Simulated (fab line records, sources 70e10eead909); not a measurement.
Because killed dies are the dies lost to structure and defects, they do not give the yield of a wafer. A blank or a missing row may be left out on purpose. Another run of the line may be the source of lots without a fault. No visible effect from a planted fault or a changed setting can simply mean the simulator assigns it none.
Which of the tools did it?    flow nand_harc    34 wafers from 12 lots sampled at 5 of the route's 1159 steps

== WHAT EACH GAUGE READ, for each wafer ==
NHARC_END_SORT_01. Usual: killed_at_array 28, standard deviation 11; killed_at_other 0.8, standard deviation 1.3; killed_at_periphery 3.6, standard deviation 2.5; killed_dies 32, standard deviation 11; killed_open 3.0, standard deviation 1.8; killed_short 2.0, standard deviation 1.5.
lot   measured      on         killed_at_array  killed_at_other  killed_at_periphery  killed_dies  killed_open  killed_short  flag
L993  day 20 06:28  prober-02  26 26 24         0 0 0            1 4 1                27 30 25     1 1 1        1 3 1         
L992  day 20 13:37  prober-01  30 21 23         0 0 0            0 3 0                30 24 23     2 2 3        1 2 0         
L994  day 20 21:23  prober-01  9 23 25          0 0 0            2 5 3                11 28 28     2 4 3        1 3 3         
L995  day 21 06:43  prober-02  15 15 11         0 0 0            4 5 4                19 20 15     2 4 2        2 1 1         
L997  day 21 12:53  prober-02  13 18 11         0 1 1            8 3 2                21 22 14     4 3 0        5 7 2         
L103  day 22 04:41  prober-01  38 24            1 1              5 5                  44 30        2 6          6 0           
L105  day 22 12:20  prober-02  37 26            0 0              1 1                  38 27        2 2          3 0           
L108  day 23 03:11  prober-01  35 31 25         0 0 0            2 5 1                37 36 26     4 6 3        4 0 4         
L109  day 23 03:58  prober-02  42 30 52         3 1 1            3 5 4                48 36 57     1 3 8        1 0 2         
L111  day 23 19:44  prober-02  46 38 44         2 4 4            6 7 6                54 49 54     4 2 5        5 4 1         
L112  day 23 19:52  prober-01  41 33 36         2 1 2            3 1 1                46 35 39     2 1 0        2 2 2         
L115  day 24 04:13  prober-02  22 33 28         0 0 0            3 4 2                25 37 30     4 4 2        3 4 4         

== WHAT TOOL EACH LOT RAN ON (gives the tool, then ch and the chambers of the sampled wafers, and finally the start) ==
lot   NHARC_A_CONTACT_ETCH_48             NHARC_A_CONTACT_ETCH_51                        NHARC_A_CONTACT_ETCH_112              NHARC_A_CONTACT_ETCH_117
L993  rie_diel-01 ch 0,2,3, day 16 06:55  rie_diel-01 ch 0,1,2, day 16 08:23 or earlier  har_cap_etch-01 ch 0,1, day 16 08:23  har_cap_etch-01 ch 0,1, day 16 08:59
L992  rie_diel-07 ch 1,2,3, day 16 10:53  rie_diel-07 ch 0,1, day 16 12:22 or earlier    har_cap_etch-02 ch 0,1, day 16 12:22  har_cap_etch-02 ch 0,1, day 16 12:50
L994  rie_diel-11 ch 0,2,3, day 16 18:31  rie_diel-11 ch 0,1,2, day 16 20:17 or earlier  har_cap_etch-02 ch 0,1, day 16 20:17  har_cap_etch-02 ch 0,1, day 16 20:54
L995  rie_diel-07 ch 0,3, day 16 22:49    rie_diel-07 ch 0,1,3, day 17 00:14 or earlier  har_cap_etch-03 ch 0,1, day 17 00:14  har_cap_etch-03 ch 0,1, day 17 00:41
L997  rie_diel-07 ch 1,2,3, day 17 12:38  rie_diel-07 ch 2,3, day 17 14:05 or earlier    har_cap_etch-01 ch 0,1, day 17 14:05  har_cap_etch-01 ch 0,1, day 17 14:32
L103  rie_diel-07 ch 0,1, day 18 19:39    rie_diel-07 ch 1,3, day 18 21:05 or earlier    har_cap_etch-03 ch 0,1, day 18 21:05  har_cap_etch-03 ch 0,1, day 18 21:41
L105  rie_diel-07 ch 1,3, day 19 01:40    rie_diel-07 ch 2,3, day 19 03:02 or earlier    har_cap_etch-01 ch 0, day 19 03:02    har_cap_etch-01 ch 0, day 19 03:29
L108  rie_diel-01 ch 0,2,3, day 20 01:30  rie_diel-01 ch 0,1,2, day 20 02:52 or earlier  har_cap_etch-03 ch 0,1, day 20 02:52  har_cap_etch-03 ch 0,1, day 20 03:20
L109  rie_diel-11 ch 0,3, day 20 05:28    rie_diel-11 ch 1,2,3, day 20 06:55 or earlier  har_cap_etch-02 ch 1, day 20 06:55    har_cap_etch-02 ch 1, day 20 07:22
L111  rie_diel-11 ch 0,1,2, day 20 18:39  rie_diel-11 ch 0,2,3, day 20 20:11 or earlier  har_cap_etch-01 ch 0,1, day 20 20:11  har_cap_etch-01 ch 0,1, day 20 20:38
L112  rie_diel-11 ch 1,2, day 20 22:05    rie_diel-11 ch 0,2,3, day 20 23:35 or earlier  har_cap_etch-02 ch 0,1, day 20 23:35  har_cap_etch-02 ch 0,1, day 21 00:02
L115  rie_diel-01 ch 0,1,3, day 21 11:41  rie_diel-07 ch 0,1,2, day 21 13:06 or earlier  har_cap_etch-02 ch 0,1, day 21 13:06  har_cap_etch-02 ch 0,1, day 21 13:34
- NHARC_A_CONTACT_ETCH_48: etches the open film in CF4, target depth 39 nm, time 65 s.
- NHARC_A_CONTACT_ETCH_51: etches the open film in O2/COS, target depth 3600 nm, time 936 s.
- NHARC_A_CONTACT_ETCH_112: etches the open film in C4F8/O2/Ar, time 94 s, target depth 922 nm.
- NHARC_A_CONTACT_ETCH_117: etches the open film in C4F8/O2/Ar, time 94 s, target depth 922 nm.

== WHAT THE TOOLS THEMSELVES READ (means of the sampled wafers that have a number; where no wafer has one, the mark that the record gives instead) ==
NHARC_A_CONTACT_ETCH_48. Usual: drypump_motor_current_A 5.81 A, standard deviation 0.28; oes_product_au 1.001 a.u., standard deviation 0.0073; rf_vpp_V 151.2 V, standard deviation 1.3; run_length_s 86.6 s, standard deviation 0.31; showerhead_plenum_p_Torr 1.76 Torr, standard deviation 0.07; throttle_valve_pct 13.284 %, standard deviation 0.0092.
lot   tool         drypump_motor_current_A (A)  oes_product_au (a.u.)  rf_vpp_V (V)  run_length_s (s)  showerhead_plenum_p_Torr (Torr)  throttle_valve_pct (%)  flag
L993  rie_diel-01  5.95                         1.001                  151.0         86.2              1.76                             13.288                  
L992  rie_diel-07  5.75                         0.989                  151.0         86.6              1.75                             13.292                  
L994  rie_diel-11  5.57                         1.011                  151.0         86.5              1.80                             13.287                  
L995  rie_diel-07  5.65                         0.992                  152.5         86.7              1.76                             13.280                  
L997  rie_diel-07  5.75                         0.997                  150.6         86.7              1.75                             13.286                  
L103  rie_diel-07  5.87                         0.998                  150.1         72.0              1.69                             13.292                  OFF
L105  rie_diel-07  5.71                         1.000                  150.9         72.1              1.73                             13.279                  OFF
L108  rie_diel-01  5.95                         0.997                  151.0         86.4              1.75                             13.287                  
L109  rie_diel-11  5.54                         0.998                  151.9         86.4              1.77                             13.277                  
L111  rie_diel-11  5.77                         1.002                  152.9         86.6              1.83                             13.284                  
L112  rie_diel-11  6.09                         0.993                  151.9         86.8              1.81                             13.280                  
L115  rie_diel-01  6.03                         1.001                  151.5         86.4              1.81                             13.275                  

NHARC_A_CONTACT_ETCH_51. Usual: drypump_motor_current_A 5.79 A, standard deviation 0.25; oes_product_au 0.999 a.u., standard deviation 0.0075; rf_vpp_V 313.7 V, standard deviation 2; run_length_s 957.6 s, standard deviation 0.35; showerhead_plenum_p_Torr 3.10 Torr, standard deviation 0.13; throttle_valve_pct 28.330 %, standard deviation 0.0091.
lot   tool         drypump_motor_current_A (A)  oes_product_au (a.u.)  rf_vpp_V (V)  run_length_s (s)  showerhead_plenum_p_Torr (Torr)  throttle_valve_pct (%)  flag
L993  rie_diel-01  6.02                         0.999                  314.6         957.1             3.19                             28.324                  
L992  rie_diel-07  5.89                         0.997                  312.1         957.9             2.97                             28.329                  
L994  rie_diel-11  5.80                         1.006                  315.9         957.6             3.25                             28.330                  
L995  rie_diel-07  5.76                         0.988                  312.8         957.7             3.04                             28.330                  
L997  rie_diel-07  5.66                         0.989                  313.5         957.8             3.15                             28.326                  
L103  rie_diel-07  5.72                         0.988                  312.8         957.6             3.05                             28.339                  
L105  rie_diel-07  5.70                         0.996                  314.5         957.6             3.15                             28.327                  
L108  rie_diel-01  6.01                         1.002                  314.5         957.1             3.18                             28.328                  
L109  rie_diel-11  5.90                         0.995                  314.5         957.7             3.13                             28.322                  
L111  rie_diel-11  5.56                         1.003                  314.8         957.6             3.16                             28.334                  
L112  rie_diel-11  5.57                         1.003                  314.2         957.3             3.16                             28.331                  
L115  rie_diel-07  5.85                         1.003                  312.3         957.7             3.03                             28.341                  

== THE ANSWER, worked out from the rows above alone ==
Rule: take the mean of a lot's wafers that have a number; if it is more than 3 standard deviations from the usual mean, the lot is off. A lot without any number at a reading at which 4 lots or more have one is off too. All remaining lots with rows at the step are treated as sound. First the gauges in route order, then the tools' own readings, where a lot's mean is used as printed above. At the first step where some lot is off, the reading lying furthest off is the one used; lots without a number count as furthest.
Off: L103, L105 (NHARC_A_CONTACT_ETCH_48, run_length_s).
A tool fits if, at that step or a process step before it, it ran every lot that is off, and no sound lot after the first of them. One candidate fits, namely rie_diel-07 at NHARC_A_CONTACT_ETCH_48. A fault onset in the window from L997 (day 17 12:38, its last sound lot) to L103 (day 18 19:39, its first lot off) fits.
On the lots that are off, the tool's own readings at NHARC_A_CONTACT_ETCH_48 differ by more than 5 times the standard deviation of the sound lots' means, which bears it out; run_length_s reads 72.0 s there versus 86.5 s on the sound lots.

== WHAT THE SIMULATOR PUT IN ==
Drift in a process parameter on rie_diel-07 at NHARC_A_CONTACT_ETCH_48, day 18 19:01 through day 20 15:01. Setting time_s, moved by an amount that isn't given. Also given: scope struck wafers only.
Lots struck among those shown: L103, L105. The rule above found the same.
